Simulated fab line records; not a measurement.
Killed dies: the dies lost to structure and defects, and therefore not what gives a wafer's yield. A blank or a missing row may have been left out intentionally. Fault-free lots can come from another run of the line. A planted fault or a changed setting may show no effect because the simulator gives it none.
8D (eight disciplines) problem report, filled in by code / flow n5Finfet / the parts of the form that need people (team, actions taken, sign-off) are left out

1. PROBLEM STATEMENT
Mean of spinSpeedRpm at N5_BEOL_M15_COAT_58: 1602.2 rpm across 6 wafers in 2 lots; on wafers with no fault it is 1500.0 rpm (standard deviation 0.93). That is +99 or more standard deviations from the usual mean.
The step: time 60 s, resist thk 89 nm.
The first sign was on wafer L498.2 at day 15 15:39, on lithoTrack-02. Wafers with a number at this step in the record: 36, from 12 lots. Rule for "out", or "out of limits": more than 4 standard deviations from the usual mean. The other wafers with a number count as sound.

2. WHAT THIS IS AND IS NOT
question=which readings at this step | is=spinSpeedRpm | is not=-
question=which lots | is=L498, L500 | is not=L485, L486, L487, L489, L490, L491, L493, L495, L497, L505
question=which wafers of those lots | is=all that have a number | is not=-
question=read on which tools | is=lithoTrack-02 | is not=lithoTrack-03, lithoTrack-04
question=when | is=from day 15 15:39 | is not=up to then (27 sound wafers); but 3 sound wafers of L505 came after

3. THE SUSPECTS, EACH WITH WHAT RULES IT OUT
Counting: a tool stays on the suspect list if, at a process step up to the reading, it processed all lots that are out and no sound lot following the first of them.
- lithoTrack-02 at N5_BEOL_M15_COAT_58 (time 60 s, resist thk 89 nm): kept. Every lot that is out went through it, starting with L498 (day 15 15:39), and after that it ran no sound lot; the last sound lot it ran before then is L493 (day 14 02:46). Its own readings are out on those wafers: spinSpeedRpm.
The count leaves lithoTrack-02 at N5_BEOL_M15_COAT_58.

4. THE CAUSE (what the simulator had put in)
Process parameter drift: lithoTrack-02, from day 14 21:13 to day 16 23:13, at N5_BEOL_M15_COAT_58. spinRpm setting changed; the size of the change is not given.
The count eliminated every tool but this one.

5. THE EFFECT CHAIN, in route order
Each row: a reading where the mean over the struck wafers with a number is more than 3 standard deviations away from the usual. Readings are gone through only where the record gives a usual standard deviation; hours: the median, over the lots, of the time from a lot's start at the first step in this table giving one to that lot's start at this step; sigmas: the change measured in usual standard deviations.
hours=0; step=N5_BEOL_M15_COAT_58; reading=spinSpeedRpm; usual=1500.0 rpm; on struck wafers=1602.2; change=+102.2; sigmas=+99 or more
Its process steps:
- N5_BEOL_M15_COAT_58: time 60 s, resist thk 89 nm.

6. HOW IT WOULD HAVE BEEN CAUGHT EARLIER
18 hours passed between the start of the fault at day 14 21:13 and the first reading out of limits in this record, taken at day 15 15:39.
